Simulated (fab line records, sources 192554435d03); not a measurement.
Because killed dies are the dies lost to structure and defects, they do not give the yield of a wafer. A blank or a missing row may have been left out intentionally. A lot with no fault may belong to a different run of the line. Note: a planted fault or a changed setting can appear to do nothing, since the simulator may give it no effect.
Which tool was responsible? ; flow n5-finfet ; 12 lots, 36 wafers sampled, at 6 steps of a route of 1938

== WHAT EACH GAUGE READ, for each wafer ==
N5_BEOL_M3_CD_MEAS_18: pitch 36 nm, target cd 18 nm.
lot;measured;on;cd-nm (nm)
L075;day 7 14:32;cd-sem-03;17.9 18.7 18.1
L076;day 8 04:40;cd-sem-01;18.7 18.4 18.2
L079;day 8 08:17;cd-sem-01;18.1 17.7 18.0
L081;day 8 15:22;cd-sem-01;18.1 17.5 18.3
L083;day 9 05:54;cd-sem-02;17.4 17.9 17.4
L085;day 10 09:25;cd-sem-01;18.3 18.1 18.3
L088;day 10 22:55;cd-sem-02;18.1 18.1 17.9
L089;day 11 16:30;cd-sem-02;17.3 17.6 17.3
L091;day 11 23:43;cd-sem-02;18.0 17.5 17.7
L093;day 12 19:07;cd-sem-03;16.5 17.3 17.0
L094;day 13 02:31;cd-sem-02;18.5 18.7 18.5
L097;day 13 00:38;cd-sem-01;17.6 18.1 17.4

== EACH LOT AND THE TOOL THAT RAN IT (in order: tool; ch and the chambers of the sampled wafers; start) ==
lot;N5_BEOL_M2_STRIP_19;N5_BEOL_M2_SURFACE_TREAT_85;N5_BEOL_M2_ANNEAL_87;N5_BEOL_M2_PRE_CLEAN_60;N5_BEOL_M3_HM_DEP_02
L075;rie-diel-06 ch 0,1,2, day 7 02:01;pvd-sputter-03, day 7 06:36;pvd-sputter-01, day 7 09:04;cvd-co-01 ch 0,2, day 7 11:07;pvd-sputter-01, day 7 13:16
L076;rie-diel-04 ch 0,1,2, day 7 15:03;pvd-sputter-03, day 7 22:05;pvd-sputter-03, day 7 23:02;cvd-co-02 ch 0,2, day 8 00:55;pvd-sputter-03, day 8 03:43
L079;rie-diel-04 ch 1,3, day 7 17:55;pvd-sputter-01, day 8 03:59;pvd-sputter-01, day 8 04:58;cvd-co-01 ch 0,1, day 8 06:49;pvd-sputter-03, day 8 07:19
L081;rie-diel-05 ch 1,2, day 8 06:20;pvd-sputter-03, day 8 11:07;pvd-sputter-03, day 8 12:05;cvd-co-01 ch 0,1,2, day 8 13:58;pvd-sputter-01, day 8 14:25
L083;rie-diel-05 ch 0,2,3, day 8 19:02;pvd-sputter-03, day 9 00:56;pvd-sputter-01, day 9 01:57;cvd-co-01 ch 0,1,2, day 9 03:49;pvd-sputter-02, day 9 04:52
L085;rie-diel-05 ch 0,2,3, day 9 11:08;pvd-sputter-03, day 10 04:13;pvd-sputter-03, day 10 05:14;cvd-co-01 ch 0,2, day 10 07:05;pvd-sputter-01, day 10 08:25
L088;rie-diel-06 ch 1,2,3, day 10 09:38;pvd-sputter-03, day 10 17:19;pvd-sputter-03, day 10 18:32;cvd-co-02 ch 0,1,2, day 10 20:23;pvd-sputter-03, day 10 21:50
L089;rie-diel-06 ch 0,2, day 10 15:01;pvd-sputter-03, day 11 10:48;pvd-sputter-02, day 11 11:47;cvd-co-01 ch 0,1,2, day 11 13:38;pvd-sputter-02, day 11 15:25
L091;rie-diel-06 ch 0,1,3, day 11 05:53;pvd-sputter-03, day 11 16:35;pvd-sputter-02, day 11 18:58;cvd-co-01 ch 0,1, day 11 20:49;pvd-sputter-03, day 11 22:38
L093;rie-diel-05 ch 1,2, day 11 22:13;pvd-sputter-02, day 12 13:49;pvd-sputter-02, day 12 14:48;cvd-co-02 ch 1,2, day 12 16:47;pvd-sputter-01, day 12 17:50
L094;rie-diel-04 ch 0,1,2, day 12 05:12;pvd-sputter-02, day 12 20:02;pvd-sputter-02, day 12 21:02;cvd-co-01 ch 1,2, day 12 22:56;pvd-sputter-02, day 13 01:34
L097;rie-diel-04 ch 0,1,2, day 12 11:49;pvd-sputter-02, day 12 19:29;pvd-sputter-03, day 12 20:28;cvd-co-02 ch 0,1, day 12 22:19;pvd-sputter-01, day 12 23:41
- N5_BEOL_M2_STRIP_19: strips in O2.
- N5_BEOL_M2_SURFACE_TREAT_85
- N5_BEOL_M2_ANNEAL_87: time 240 s.
- N5_BEOL_M2_PRE_CLEAN_60: time 15 s.
- N5_BEOL_M3_HM_DEP_02: deposits TiN, target thk 20 nm.

== THE ANSWER, worked out from the rows above alone ==
Rule: the usual values come from the lots themselves. The widest of any qualifying gaps counts: lots, ordered by their means at a reading, are off when they make up no more than a third of the lots, leave a main group of 4 or more, and stand apart from it by 3 or more times the standard deviation of that group's means. A main group whose means are all the same, to the digits that the tables above print for the reading, isn't used. Also off: a lot with no number at a reading for which 4 or more lots have one. The other lots that the step has rows for count as sound.
Nothing can be told from this: no lot is off at any reading shown.

== WHAT THE SIMULATOR HAD PUT IN ==
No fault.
